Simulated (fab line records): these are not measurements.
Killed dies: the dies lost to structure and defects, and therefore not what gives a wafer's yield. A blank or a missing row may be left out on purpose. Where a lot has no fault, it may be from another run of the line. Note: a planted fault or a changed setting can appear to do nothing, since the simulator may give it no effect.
fab line records	flow nand-harc
record lots=24	wafers=72	last-day=24
route steps=1159 shown P_ZERO_WELL@18 P_STI@91 P_GATE@155
lots that met no fault: taken from a fault-free run of the same line
start-h: start of the lot's first displayed wafer, in hours after the record's first day	wait-h: hours since the lot's step before	" the same as in the row above	L1.1+2: one row covering several wafers at once	- no value present, or no start provided	* or withheld: withheld	< > ~ a bound
route shown NAME@n: NAME is a module with steps in the file, n the number in the route of the first one	usual: mean/standard deviation of fault-free wafers	same: alike in all rows	chamber/n: place in a boat	sites: the reading at each site	_std_site: standard deviation across them	_edge_site: mean of outer sites minus mean of inner sites	radius-mm: for every site, how far away it sits from the centre of the wafer	mask NAME#n: copy n	behind: tool/chamber where the wafer was last shaped	hold: what put the lot on hold/how long, in hours/how the hold closed	device: which transistor (n, p or np) failed to switch	end of line: the route-end tests of the same wafers	for a step that has no rows: nothing shown but its recipe	killed: dies that structure and defects cost at the first sort, which is not the same as the wafer's yield	map: a wafer's dies, marking killed ones x, the rest . and places with no die _
set.NAME: the setting that was run; set.NAME@STEP: the one run at that earlier step	model.NAME: the simulator's own value behind a step, which no gauge read
the route's steps for a sample of lots (tables are steps, rows are wafers)
services: a tool's chamber out of use, with start hour (start-h, from the record's first day; less than 0 if before it), hours out, and reason
## steps
# step NHARC_P_ZERO_WELL_ETCH_62
# recipe target-depth-a=130	time-s=6.5	chf3-flow-sccm=50	ar-flow-sccm=200	rf-w=500	bias-w=200	chemistry=CHF3/Ar
# usual drypump-motor-current-A=5.6/0.41	oes-product-au=0.962/0.018	rf-vpp-V=370.9/2.6	showerhead-plenum-p-Torr=2.36/0.11	throttle-valve-pct=20.217/0.0086
lot.wafer	tool	chamber	start-h	wait-h	drypump-motor-current-A	oes-product-au	rf-hours-counter-h	rf-vpp-V	showerhead-plenum-p-Torr	throttle-valve-pct
L074.4	rie-diel-13	1	-	-	5.2	0.965	6	371.1	2.34	20.225
L074.3	"	2	"	"	5.9	0.956	6	374.0	2.52	20.211
L074.5	"	0	"	"	5.4	0.988	-	371.9	2.44	20.212
L075.2	rie-diel-13	1	-	-	5.2	0.969	7	371.0	2.34	20.219
L075.3	"	3	"	"	5.8	0.982	7	368.3	2.22	20.216
L075.6	"	0	"	"	5.4	0.966	-	373.3	2.44	20.218
L076.2	rie-diel-02	3	-	-	5.4	0.981	2	370.1	2.32	20.224
L076.3	"	0	"	"	5.0	0.975	2	368.0	2.24	20.222
L076.4	"	1	"	"	6.2	0.939	3	367.5	2.21	20.228
L077.2	rie-diel-13	2	-	-	5.9	0.965	7	374.0	2.52	20.234
L077.4	"	2	"	"	5.9	0.947	-	374.5	2.52	20.211
L077.5	"	3	"	"	5.8	0.967	-	368.6	2.22	20.221
L078.2	rie-diel-13	2	-	-	5.9	0.948	7	375.3	2.52	20.211
L078.1	"	3	"	"	5.8	0.973	7	368.8	2.22	20.228
L078.6	"	2	"	"	5.9	0.941	-	375.5	2.52	20.226
L079.1	rie-diel-02	3	-	-	5.4	0.985	3	370.7	2.32	20.224
L079.2	"	1	"	"	6.2	0.940	5	367.1	2.21	20.226
L079.5	"	3	"	"	5.4	0.979	-	370.3	2.32	20.225
L080.3	rie-diel-02	1	-	-	6.1	0.944	5	367.9	2.21	20.222
L080.1	"	0	"	"	5.0	0.990	4	367.4	2.24	20.198
L080.6	"	1	"	"	6.1	0.949	-	369.2	2.21	20.200
L081.2	rie-diel-02	2	-	-	5.5	0.959	6	372.0	2.46	20.202
L081.1	"	3	"	"	5.4	0.975	4	368.4	2.32	20.223
L081.4	"	1	"	"	6.1	0.940	6	368.5	2.21	20.215
L082.1	rie-diel-13	3	-	-	5.8	0.977	9	366.9	2.22	20.215
L082.4	"	0	"	"	5.4	0.970	9	372.7	2.44	20.222
L082.5	"	3	"	"	5.8	0.986	-	368.8	2.22	20.226
L083.2	rie-diel-13	2	-	-	5.9	0.973	10	374.1	2.52	20.207
L083.3	"	3	"	"	5.8	0.969	9	367.7	2.22	20.226
L083.6	"	2	"	"	5.9	0.974	-	374.0	2.52	20.221
L084.2	rie-diel-13	1	-	-	5.1	0.970	10	370.7	2.34	20.220
L084.1	"	2	"	"	5.9	0.970	10	375.4	2.52	20.215
L084.5	"	0	"	"	5.4	0.972	-	373.2	2.44	20.203
L085.2	rie-diel-13	0	-	-	5.4	0.932	11	373.0	2.44	20.226
L085.4	"	3	"	"	5.8	0.940	10	367.8	2.22	20.225
L085.5	"	1	"	"	5.2	0.935	-	371.1	2.34	20.201
L086.2	rie-diel-02	3	-	-	5.4	0.959	6	370.4	2.32	20.214
L086.6	"	1	"	"	6.2	0.963	-	367.3	2.21	20.202
L086.5	"	2	"	"	5.5	0.962	-	373.2	2.46	20.219
L087.2	rie-diel-09	0	-	-	6.3	0.977	1	368.5	2.25	20.215
L087.4	"	1	"	"	6.4	0.977	0	373.5	2.47	20.218
L087.1	"	3	"	"	5.5	0.955	1	368.5	2.27	20.229
L088.3	rie-diel-13	1	-	-	5.2	0.960	12	370.4	2.34	20.212
L088.4	"	3	"	"	5.9	0.992	12	368.4	2.22	20.216
L088.5	"	2	"	"	5.9	0.952	-	373.6	2.52	20.220
L089.2	rie-diel-09	1	-	-	6.3	0.970	1	373.4	2.47	20.226
L089.4	"	2	"	"	5.2	0.977	1	372.9	2.46	20.216
L089.6	"	1	"	"	6.4	0.972	-	374.0	2.47	20.226
L090.3	rie-diel-02	0	-	-	5.0	0.967	7	366.9	2.24	20.213
L090.1	"	1	"	"	6.1	0.937	9	366.7	2.21	20.209
L090.5	"	0	"	"	5.0	0.958	-	367.3	2.24	20.239
L091.2	rie-diel-09	3	-	-	5.6	0.976	3	367.9	2.27	20.210
L091.1	"	0	"	"	6.3	0.968	3	368.0	2.25	20.211
L091.5	"	1	"	"	6.4	0.949	-	373.3	2.47	20.210
L092.3	rie-diel-13	0	-	-	5.4	0.954	2	373.0	2.44	20.216
L092.2	"	3	"	"	5.8	0.986	1	366.9	2.22	20.219
L092.6	"	0	"	"	5.5	0.968	-	371.8	2.44	20.229
L093.1	rie-diel-02	1	-	-	6.1	0.945	11	367.3	2.21	20.213
L093.4	"	2	"	"	5.5	0.977	11	371.2	2.46	20.222
L093.2	"	3	"	"	5.4	0.980	8	369.1	2.32	20.224
L094.1	rie-diel-13	2	-	-	5.9	0.909	2	373.1	2.52	20.224
L094.3	"	0	"	"	5.4	0.919	2	372.9	2.44	20.222
L094.6	"	2	"	"	5.9	0.916	-	375.5	2.52	20.227
L095.2	rie-diel-09	0	-	-	6.3	0.953	5	367.7	2.25	20.212
L095.4	"	2	"	"	5.2	0.978	4	373.2	2.46	20.212
L095.6	"	0	"	"	6.3	0.951	-	369.8	2.25	20.215
L096.4	rie-diel-13	1	-	-	5.2	0.951	3	370.6	2.34	20.200
L096.2	"	3	"	"	5.8	0.959	2	367.6	2.22	20.216
L096.5	"	0	"	"	5.4	0.960	-	374.4	2.44	20.222
L097.3	rie-diel-09	1	-	-	6.4	0.957	5	372.1	2.47	20.234
L097.4	"	2	"	"	5.2	0.964	5	371.9	2.46	20.218
L097.5	"	0	"	"	6.4	0.961	-	368.4	2.24	20.203
# step NHARC_P_STI_CD_MEAS_16
# usual cd-nm=198.9/1.8
lot.wafer	tool	chamber	start-h	wait-h	cd-nm
L074.3	cd-sem-02	-	38.31	-	198.5
L074.4	"	-	"	"	198.9
L074.5	"	-	"	"	200.6
L075.2	cd-sem-02	-	38.47	-	198.7
L075.3	"	-	"	"	199.7
L075.6	"	-	"	"	202.6
L076.2	cd-sem-03	-	49.51	-	192.9
L076.3	"	-	"	"	198.1
L076.4	"	-	"	"	199.5
L077.2	cd-sem-03	-	54.41	-	199.9
L077.4	"	-	"	"	198.7
L077.5	"	-	"	"	198.5
L078.1	cd-sem-03	-	60.80	-	202.7
L078.2	"	-	"	"	197.7
L078.6	"	-	"	"	198.2
L080.1	cd-sem-02	-	69.18	-	198.5
L080.3	"	-	"	"	197.5
L080.6	"	-	"	"	199.2
L079.1	cd-sem-01	-	69.50	-	199.8
L079.2	"	-	"	"	199.1
L079.5	"	-	"	"	202.0
L081.1	cd-sem-03	-	78.12	-	200.4
L081.2	"	-	"	"	198.3
L081.4	"	-	"	"	198.9
L082.1	cd-sem-02	-	83.51	-	201.7
L082.4	"	-	"	"	201.0
L082.5	"	-	"	"	200.8
L083.2	cd-sem-03	-	90.25	-	197.4
L083.3	"	-	"	"	197.3
L083.6	"	-	"	"	198.2
L084.1	cd-sem-02	-	99.04	-	202.5
L084.2	"	-	"	"	201.1
L084.5	"	-	"	"	201.1
L085.2	cd-sem-02	-	99.46	-	199.1
L085.4	"	-	"	"	198.1
L085.5	"	-	"	"	196.1
L086.2	cd-sem-03	-	108.96	-	200.1
L086.5	"	-	"	"	196.2
L086.6	"	-	"	"	198.7
L087.1	cd-sem-02	-	113.19	-	196.3
L087.2	"	-	"	"	198.4
L087.4	"	-	"	"	196.7
L088.3	cd-sem-03	-	121.14	-	197.3
L088.4	"	-	"	"	196.2
L088.5	"	-	"	"	197.9
L090.1	cd-sem-02	-	129.00	-	196.1
L090.3	"	-	"	"	200.6
L090.5	"	-	"	"	199.1
L089.2	cd-sem-02	-	129.18	-	197.3
L089.4	"	-	"	"	196.8
L089.6	"	-	"	"	200.0
L091.1	cd-sem-03	-	137.35	-	197.9
L091.2	"	-	"	"	199.4
L091.5	"	-	"	"	198.5
L092.2	cd-sem-01	-	143.47	-	197.0
L092.3	"	-	"	"	198.6
L092.6	"	-	"	"	198.9
L093.1	cd-sem-02	-	151.72	-	198.4
L093.2	"	-	"	"	199.4
L093.4	"	-	"	"	199.8
L094.1	cd-sem-03	-	155.80	-	198.0
L094.3	"	-	"	"	198.9
L094.6	"	-	"	"	196.5
L095.2	cd-sem-03	-	161.66	-	201.2
L095.4	"	-	"	"	201.0
L095.6	"	-	"	"	199.1
L096.2	cd-sem-01	-	168.66	-	197.2
L096.4	"	-	"	"	201.3
L096.5	"	-	"	"	198.1
L097.3	cd-sem-02	-	173.57	-	197.2
L097.4	"	-	"	"	194.3
L097.5	"	-	"	"	200.0
# step NHARC_P_GATE_ALD_36
# recipe target-thk-a=200	pulse-time-s=60	ald-cycles=223	temp-c=400	material=SiNx
# usual heater-power-outer-w=506/58	heater-power-w=826/75	precursor-pulse-height-rel=0.998/0.02	susceptor-temp-C=400.00/0.25
lot.wafer	tool	chamber	start-h	wait-h	heater-power-outer-w	heater-power-w	precursor-pulse-height-rel	susceptor-temp-C
L075.2	ald-sin-03	1	91.43	-	523	821	0.989	400.37
L075.3	"	0	94.28	-	470	842	0.973	400.25
L075.6	"	3	97.12	-	593	999	0.983	399.98
L074.3	ald-sin-04	3	93.13	-	499	807	0.990	399.69
L074.4	"	1	95.94	-	643	991	0.974	399.34
L074.5	"	3	97.34	-	498	788	0.965	399.73
L077.2	ald-sin-01	3	102.29	-	470	756	0.993	400.00
L077.4	"	1	104.46	-	472	755	0.960	400.13
L077.5	"	0	107.70	-	485	801	0.971	399.75
L076.3	ald-sin-04	0	103.91	-	481	833	1.011	399.82
L076.2	"	2	105.33	-	570	890	0.955	400.11
L076.4	"	3	106.75	-	497	816	0.943	399.69
L078.2	ald-sin-01	3	121.88	-	482	755	0.966	400.10
L078.1	"	1	124.01	-	480	728	1.020	400.36
L078.6	"	3	126.14	-	472	761	0.968	399.94
L080.1	ald-sin-03	2	122.00	-	515	851	1.018	399.67
L080.3	"	0	124.10	-	458	805	1.015	399.62
L080.6	"	2	126.20	-	500	829	1.007	399.96
L079.1	ald-sin-04	3	122.42	-	489	803	0.975	400.14
L079.2	"	0	123.50	-	479	822	0.990	400.04
L079.5	"	0	127.85	-	469	839	0.975	399.81
L081.4	ald-sin-03	3	133.44	-	536	941	1.016	399.96
L081.1	"	1	135.55	-	551	824	0.996	399.93
L081.2	"	2	136.60	-	512	831	1.022	399.85
L083.3	ald-sin-04	1	139.92	-	659	984	0.998	399.83
L083.2	"	3	142.04	-	493	796	1.034	400.19
L083.6	"	1	144.16	-	631	975	0.989	399.89
L082.1	ald-sin-01	3	140.33	-	474	769	0.987	399.97
L082.4	"	0	141.40	-	488	809	0.992	399.91
L082.5	"	2	143.52	-	426	732	0.992	400.03
L085.4	ald-sin-03	0	154.78	-	441	802	1.026	400.67
L085.2	"	3	157.93	-	543	931	0.993	399.81
L085.5	"	0	158.98	-	449	819	1.024	400.13
L084.2	ald-sin-04	1	156.31	-	648	994	1.000	399.49
L084.1	"	2	157.36	-	562	904	1.015	399.88
L084.5	"	3	158.41	-	483	802	0.967	399.92
L087.2	ald-sin-04	0	166.91	-	472	843	1.004	399.84
L087.4	"	1	167.97	-	657	979	1.003	400.10
L087.1	"	2	169.04	-	571	923	1.001	400.04
L088.4	ald-sin-03	3	167.23	-	562	908	1.015	399.61
L088.3	"	1	169.32	-	580	827	1.031	400.13
L088.5	"	3	171.42	-	547	957	1.028	400.07
L086.2	ald-sin-01	0	168.42	-	490	786	0.997	399.85
L086.6	"	1	169.49	-	451	702	0.996	400.27
L086.5	"	2	170.56	-	434	727	0.993	399.83
L090.3	ald-sin-01	3	183.95	-	477	780	1.013	400.38
L090.1	"	0	185.01	-	483	773	1.010	399.99
L090.5	"	0	189.26	-	461	778	1.003	400.00
L089.2	ald-sin-04	3	185.57	-	495	787	1.001	399.34
L089.4	"	0	186.63	-	486	823	1.013	400.29
L089.6	"	3	189.79	-	493	777	1.000	400.11
L091.2	ald-sin-03	0	193.76	-	449	820	1.005	399.61
L091.1	"	1	194.80	-	563	851	0.988	399.82
L091.5	"	3	196.90	-	547	944	1.007	399.92
L092.2	ald-sin-01	3	199.06	-	492	791	0.999	399.75
L092.3	"	2	202.24	-	430	743	0.986	399.95
L092.6	"	0	204.35	-	486	776	0.996	399.97
L093.2	ald-sin-04	0	208.41	-	455	789	1.023	399.98
L093.4	"	2	210.53	-	569	898	0.983	400.35
L093.1	"	3	211.59	-	508	813	1.008	399.92
L094.1	ald-sin-03	1	209.47	-	569	829	0.965	399.91
L094.3	"	0	212.28	-	465	780	0.989	399.81
L094.6	"	1	213.68	-	561	856	1.050	399.74
L095.4	ald-sin-01	2	217.47	-	427	726	0.980	400.41
L095.2	"	3	218.53	-	490	777	1.015	400.62
L095.6	"	2	221.72	-	440	734	0.991	400.55
L096.4	ald-sin-04	0	222.38	-	474	822	0.963	399.89
L096.2	"	1	223.44	-	616	943	0.965	399.76
L096.5	"	1	227.67	-	631	906	1.012	399.89
L097.3	ald-sin-01	1	231.88	-	450	701	1.015	-
L097.4	"	2	232.91	-	424	752	0.961	-
L097.5	"	1	236.02	-	457	693	0.984	-
# step NHARC_P_GATE_STRIP_101
# recipe time-s=20	o2-flow-sccm=500	ar-flow-sccm=0	bias-w=0	chemistry=O2
# usual drypump-motor-current-A=6.0/0.39	oes-product-au=0.999/0.011	rf-vpp-V=57.7/0.92	showerhead-plenum-p-Torr=3.48/0.084	throttle-valve-pct=17.037/0.009
lot.wafer	tool	chamber	start-h	wait-h	drypump-motor-current-A	oes-product-au	rf-hours-counter-h	rf-vpp-V	showerhead-plenum-p-Torr	throttle-valve-pct
L075.2	rie-diel-03	1	103.41	0.2	6.0	0.987	17	57.2	3.43	17.034
L075.3	"	0	"	"	6.5	1.003	18	57.2	3.35	17.035
L075.6	"	2	"	"	5.6	1.029	-	57.2	3.38	17.048
L074.3	rie-diel-08	3	103.70	0.3	5.6	0.981	60	57.1	3.47	17.034
L074.5	"	2	"	"	6.5	0.998	-	58.3	3.62	17.062
L074.4	"	3	"	"	5.6	0.984	-	56.3	3.47	17.030
L077.4	rie-diel-06	2	112.05	0.1	6.5	0.988	7	56.9	3.50	17.027
L077.2	"	0	"	"	5.9	1.007	8	57.3	3.45	17.031
L077.5	"	3	"	"	5.7	1.002	-	59.0	3.62	17.030
L076.3	rie-diel-03	0	114.31	0.1	6.5	1.003	22	56.6	3.35	17.051
L076.2	"	3	"	"	5.3	1.005	22	58.1	3.49	17.033
L076.4	"	0	"	"	6.5	0.994	-	57.4	3.35	17.027
L080.1	rie-diel-06	3	130.71	0.3	5.7	0.998	12	59.2	3.61	17.024
L080.3	"	2	"	"	6.6	0.988	11	57.4	3.50	17.049
L080.6	"	0	"	"	6.0	1.012	-	57.5	3.45	17.035
L078.2	rie-diel-06	2	131.56	0.1	6.6	0.992	11	58.5	3.50	17.047
L078.1	"	0	"	"	6.0	1.005	12	55.2	3.45	17.044
L078.6	"	3	"	"	5.6	0.998	-	57.0	3.61	17.034
L079.2	rie-diel-06	2	132.27	0.2	6.5	0.986	11	58.6	3.50	17.033
L079.1	"	3	"	"	5.7	0.987	12	57.4	3.61	17.027
L079.5	"	2	"	"	6.5	0.979	-	58.4	3.50	17.039
L081.2	rie-diel-06	3	143.02	0.1	5.7	1.006	14	57.7	3.61	17.039
L081.4	"	0	"	"	6.0	1.004	14	58.9	3.45	17.050
L081.1	"	1	"	"	5.7	1.008	11	57.1	3.51	17.041
L082.4	rie-diel-06	2	147.85	0.1	6.6	0.976	13	57.6	3.50	17.033
L082.1	"	3	"	"	5.6	0.999	14	57.3	3.61	17.051
L082.5	"	2	"	"	6.5	0.978	-	57.5	3.50	17.035
L083.3	rie-diel-03	1	148.49	0.1	6.0	0.992	32	58.6	3.42	17.051
L083.2	"	0	"	"	6.5	0.997	36	58.3	3.34	17.041
L083.6	"	1	"	"	6.0	1.005	-	57.4	3.42	17.039
L084.1	rie-diel-08	3	163.78	0.1	5.6	0.986	11	58.3	3.46	17.040
L084.2	"	0	"	"	6.2	0.990	10	57.0	3.36	17.033
L084.5	"	1	"	"	5.9	1.019	-	57.2	3.44	17.062
L085.2	rie-diel-06	3	164.38	0.1	5.7	0.995	16	58.6	3.61	17.040
L085.4	"	0	"	"	6.0	1.002	17	58.4	3.45	17.028
L085.5	"	1	"	"	5.7	1.014	-	57.5	3.50	17.017
L086.2	rie-diel-06	2	174.90	0.1	6.6	0.996	17	58.3	3.49	17.037
L086.5	"	0	"	"	6.0	1.006	-	57.1	3.44	17.026
L086.6	"	1	"	"	5.7	1.008	-	57.1	3.50	17.023
L087.1	rie-diel-06	3	175.49	0.1	5.7	0.995	18	56.9	3.61	17.028
L087.2	"	0	"	"	6.0	1.013	19	56.9	3.44	17.028
L087.4	"	1	"	"	5.7	1.001	16	58.2	3.50	17.056
L088.3	rie-diel-06	1	175.74	0.1	5.7	1.004	16	58.0	3.50	17.038
L088.4	"	2	"	"	6.6	0.986	17	58.3	3.49	17.038
L088.5	"	0	"	"	6.0	1.000	-	58.1	3.44	17.039
L090.1	rie-diel-08	3	193.59	0.1	5.6	0.973	19	57.0	3.45	17.043
L090.3	"	1	"	"	5.9	1.008	17	59.6	3.44	17.044
L090.5	"	3	"	"	5.6	0.992	-	57.6	3.45	17.028
L089.2	rie-diel-06	1	194.14	0.1	5.7	1.008	20	57.5	3.50	17.040
L089.6	"	3	"	"	5.7	0.985	-	58.1	3.61	17.034
L089.4	"	1	"	"	5.7	1.009	-	59.0	3.50	17.033
L091.2	rie-diel-08	2	202.27	0.1	6.5	0.996	24	59.2	3.61	17.035
L091.1	"	0	"	"	6.3	0.975	22	59.6	3.35	17.030
L091.5	"	2	"	"	6.5	0.997	-	58.8	3.61	17.043
L092.3	rie-diel-03	1	208.73	0.1	6.0	0.997	53	57.3	3.41	17.052
L092.2	"	2	"	"	5.6	1.015	52	57.9	3.36	17.057
L092.6	"	2	"	"	5.6	1.005	-	57.0	3.36	17.035
L093.2	rie-diel-06	1	218.03	0.1	5.7	1.009	27	57.6	3.50	17.047
L093.1	"	2	"	"	6.6	0.992	26	58.6	3.49	17.056
L093.4	"	3	"	"	5.7	0.989	28	57.6	3.61	17.055
L094.1	rie-diel-06	3	221.17	0.1	5.7	0.991	28	58.9	3.60	17.032
L094.3	"	0	"	"	6.0	0.997	26	57.3	3.44	17.034
L094.6	"	0	"	"	6.0	1.005	-	56.3	3.44	17.055
L095.4	rie-diel-03	3	227.11	0.1	5.3	1.012	1	57.4	3.47	17.031
L095.2	"	1	"	"	6.0	1.014	2	58.6	3.41	17.041
L095.6	"	3	"	"	5.3	1.009	-	56.7	3.47	17.034
L096.4	rie-diel-03	1	232.04	0.1	6.0	1.004	4	56.9	3.41	17.036
L096.2	"	3	"	"	5.3	1.015	2	58.4	3.47	17.034
L096.5	"	0	"	"	6.5	1.005	-	57.6	3.33	17.044
L097.3	rie-diel-03	3	242.16	0.6	5.3	1.005	6	57.3	3.46	17.025
L097.4	"	0	"	"	6.5	1.004	7	57.2	3.32	17.035
L097.5	"	3	"	"	5.3	1.004	-	58.4	3.47	17.030
# step NHARC_P_GATE_STRIP_112
# recipe power-w=1500	temp-c=110	time-s=200	chemistry=N2/H2
# usual drypump-motor-current-A=6.0/0.32	heater-power-w=88/8.1
lot.wafer	tool	chamber	start-h	wait-h	drypump-motor-current-A	heater-power-w	rf-hours-counter-h
L075.2	plasma-asher-02	1	106.73	0.4	6.2	84	33
L075.3	"	1	"	"	6.2	89	-
L075.6	"	0	"	"	5.6	79	-
L074.4	plasma-asher-02	1	107.12	0.2	6.2	86	-
L074.3	"	0	"	"	5.6	79	-
L074.5	"	0	"	"	5.6	80	-
L077.2	plasma-asher-02	1	115.38	0.4	6.2	88	36
L077.4	"	1	"	"	6.2	87	-
L077.5	"	1	"	"	6.2	86	-
L076.2	plasma-asher-01	1	117.40	0.2	6.5	105	3
L076.4	"	1	"	"	6.5	103	-
L076.3	"	0	"	"	6.0	91	-
L080.1	plasma-asher-02	0	134.06	0.2	5.6	78	42
L080.3	"	0	"	"	5.6	79	-
L080.6	"	1	"	"	6.3	90	-
L078.1	plasma-asher-02	0	134.65	0.2	5.6	81	43
L078.2	"	1	"	"	6.2	89	43
L078.6	"	1	"	"	6.3	85	-
L079.1	plasma-asher-01	0	135.60	0.2	6.0	92	9
L079.2	"	1	"	"	6.5	106	9
L079.5	"	0	"	"	6.0	91	-
L081.2	plasma-asher-02	0	146.21	0.2	5.6	82	48
L081.1	"	1	"	"	6.3	89	48
L081.4	"	1	"	"	6.2	83	-
L082.1	plasma-asher-02	1	151.12	0.2	6.2	87	50
L082.4	"	0	"	"	5.7	79	-
L082.5	"	1	"	"	6.3	88	-
L083.2	plasma-asher-02	1	151.79	0.2	6.2	86	50
L083.3	"	1	"	"	6.2	87	-
L083.6	"	0	"	"	5.6	80	-
L084.1	plasma-asher-02	0	167.00	0.2	5.7	80	55
L084.2	"	1	"	"	6.3	87	55
L084.5	"	1	"	"	6.2	88	-
L085.2	plasma-asher-02	1	167.33	0.2	6.2	85	55
L085.4	"	1	"	"	6.2	89	-
L085.5	"	1	"	"	6.2	89	-
L086.2	plasma-asher-01	1	178.13	0.2	6.5	105	25
L086.5	"	0	"	"	6.0	91	-
L086.6	"	1	"	"	6.5	106	-
L087.2	plasma-asher-02	1	178.69	0.2	6.3	88	60
L087.1	"	0	"	"	5.6	81	60
L087.4	"	0	"	"	5.6	81	-
L088.3	plasma-asher-01	1	178.97	0.2	6.5	106	-
L088.4	"	0	"	"	6.0	91	-
L088.5	"	1	"	"	6.5	106	-
L090.1	plasma-asher-01	0	196.60	0.2	6.0	92	29
L090.3	"	0	"	"	6.0	91	-
L090.5	"	1	"	"	6.5	106	-
L089.2	plasma-asher-02	1	197.41	0.2	6.3	87	1
L089.4	"	0	"	"	5.7	79	-
L089.6	"	1	"	"	6.3	86	-
L091.1	plasma-asher-02	1	205.60	0.3	6.2	86	6
L091.2	"	0	"	"	5.6	83	6
L091.5	"	1	"	"	6.2	85	-
L092.2	plasma-asher-02	1	211.95	0.2	6.3	85	9
L092.3	"	1	"	"	6.2	83	-
L092.6	"	0	"	"	5.6	83	-
L093.2	plasma-asher-01	1	221.26	0.2	6.5	106	33
L093.1	"	0	"	"	6.0	91	33
L093.4	"	1	"	"	6.5	105	-
L094.1	plasma-asher-01	0	224.31	0.2	6.0	90	34
L094.3	"	1	"	"	6.5	105	-
L094.6	"	0	"	"	6.0	93	-
L095.2	plasma-asher-02	1	230.25	0.2	6.3	84	15
L095.4	"	1	"	"	6.3	85	-
L095.6	"	0	"	"	5.6	82	-
L096.2	plasma-asher-02	0	235.16	0.2	5.7	81	18
L096.4	"	1	"	"	6.2	86	-
L096.5	"	0	"	"	5.7	80	-
L097.3	plasma-asher-02	1	245.48	0.2	6.3	87	-
L097.4	"	0	"	"	5.6	81	-
L097.5	"	1	"	"	6.2	88	-
# step NHARC_P_GATE_STRIP_113
# recipe power-w=1500	temp-c=110	time-s=740	chemistry=N2/H2
# usual drypump-motor-current-A=6.1/0.33	heater-power-w=89/8.6
lot.wafer	tool	chamber	start-h	wait-h	drypump-motor-current-A	heater-power-w	rf-hours-counter-h
L075.2	plasma-asher-01	0	108.51	0.3	6.0	91	0
L075.3	"	1	"	"	6.5	110	-
L075.6	"	0	"	"	6.0	92	-
L074.3	plasma-asher-02	1	108.98	0.4	6.3	86	-
L074.4	"	0	"	"	5.7	82	-
L074.5	"	1	"	"	6.3	85	-
L077.2	plasma-asher-02	1	116.92	0.2	6.3	89	37
L077.4	"	1	"	"	6.3	85	-
L077.5	"	0	"	"	5.6	81	-
L076.2	plasma-asher-02	1	119.12	0.2	6.2	89	38
L076.3	"	1	"	"	6.2	87	-
L076.4	"	0	"	"	5.6	82	-
L080.1	plasma-asher-02	1	135.96	0.4	6.2	87	44
L080.3	"	0	"	"	5.6	81	-
L080.6	"	1	"	"	6.2	88	-
L078.1	plasma-asher-02	0	136.75	0.6	5.6	81	44
L078.2	"	1	"	"	6.2	89	44
L078.6	"	1	"	"	6.3	85	-
L079.2	plasma-asher-01	1	137.32	0.3	6.5	105	10
L079.1	"	0	"	"	6.0	89	10
L079.5	"	1	"	"	6.5	109	-
L081.1	plasma-asher-01	1	147.93	0.2	6.5	104	14
L081.2	"	0	"	"	6.0	90	14
L081.4	"	0	"	"	6.0	93	-
L082.1	plasma-asher-01	1	152.78	0.2	6.5	106	16
L082.4	"	1	"	"	6.5	105	-
L082.5	"	1	"	"	6.5	106	-
L083.2	plasma-asher-02	0	153.47	0.3	5.6	81	51
L083.3	"	1	"	"	6.2	89	-
L083.6	"	1	"	"	6.2	86	-
L084.2	plasma-asher-02	1	168.61	0.2	6.2	88	56
L084.1	"	0	"	"	5.6	80	56
L084.5	"	0	"	"	5.6	80	-
L085.2	plasma-asher-01	1	169.05	0.2	6.5	106	21
L085.4	"	1	"	"	6.5	103	-
L085.5	"	0	"	"	6.0	91	-
L086.2	plasma-asher-02	1	179.80	0.2	6.2	86	61
L086.6	"	1	"	"	6.2	87	-
L086.5	"	0	"	"	5.6	80	-
L087.2	plasma-asher-01	1	180.39	0.2	6.5	105	26
L087.1	"	0	"	"	6.0	90	26
L087.4	"	1	"	"	6.5	103	-
L088.4	plasma-asher-02	1	180.83	0.3	6.2	86	-
L088.3	"	0	"	"	5.6	80	-
L088.5	"	1	"	"	6.2	89	-
L090.1	plasma-asher-02	1	198.33	0.2	6.3	88	2
L090.3	"	0	"	"	5.6	83	-
L090.5	"	1	"	"	6.2	86	-
L089.2	plasma-asher-02	1	199.41	0.5	6.2	83	3
L089.4	"	1	"	"	6.2	85	-
L089.6	"	1	"	"	6.3	86	-
L091.2	plasma-asher-02	1	207.39	0.2	6.2	84	7
L091.1	"	0	"	"	5.6	81	7
L091.5	"	0	"	"	5.7	82	-
L092.2	plasma-asher-02	1	213.65	0.2	6.2	86	9
L092.3	"	1	"	"	6.2	83	-
L092.6	"	0	"	"	5.6	81	-
L093.1	plasma-asher-02	0	222.86	0.2	5.6	81	11
L093.2	"	1	"	"	6.2	84	11
L093.4	"	0	"	"	5.7	81	-
L094.1	plasma-asher-01	1	225.86	0.2	6.5	106	34
L094.3	"	1	"	"	6.5	109	-
L094.6	"	0	"	"	6.0	94	-
L095.2	plasma-asher-02	1	231.93	0.2	6.2	85	16
L095.4	"	1	"	"	6.2	86	-
L095.6	"	0	"	"	5.6	84	-
L096.2	plasma-asher-01	0	236.84	0.2	6.0	93	39
L096.4	"	0	"	"	6.0	93	-
L096.5	"	1	"	"	6.5	103	-
L097.4	plasma-asher-01	1	247.22	0.3	6.5	103	-
L097.3	"	0	"	"	6.0	91	-
L097.5	"	1	"	"	6.5	108	-
## services
tool	chamber	start-h	hours	kind
rie-diel-06	2	1.14	12.2	repair
plasma-asher-02	-	6.00	9.0	pm
ald-sin-04	-	10.37	10.0	pm
rie-diel-13	1	30.14	9.0	repair
ald-sin-04	0	33.61	3.2	repair
rie-diel-06	2	46.33	20.0	repair
rie-diel-06	1	48.91	20.1	repair
plasma-asher-01	-	49.09	13.6	repair
rie-diel-06	-	64.22	9.0	pm
rie-diel-06	2	76.80	3.0	repair
ald-sin-04	2	88.52	3.2	repair
plasma-asher-01	-	99.00	9.0	pm
rie-diel-13	-	99.00	9.0	pm
ald-sin-04	1	101.53	1.4	repair
rie-diel-13	3	108.97	5.8	repair
rie-diel-06	1	126.16	8.0	repair
plasma-asher-02	-	183.00	9.0	pm
rie-diel-06	2	192.73	4.4	repair
plasma-asher-02	-	192.79	2.4	repair
plasma-asher-01	-	197.17	9.4	repair
rie-diel-06	0	201.17	12.3	repair
rie-diel-06	-	213.30	0.8	repair
rie-diel-06	2	235.22	12.8	repair
rie-diel-06	-	241.25	9.0	pm
## key
fault none
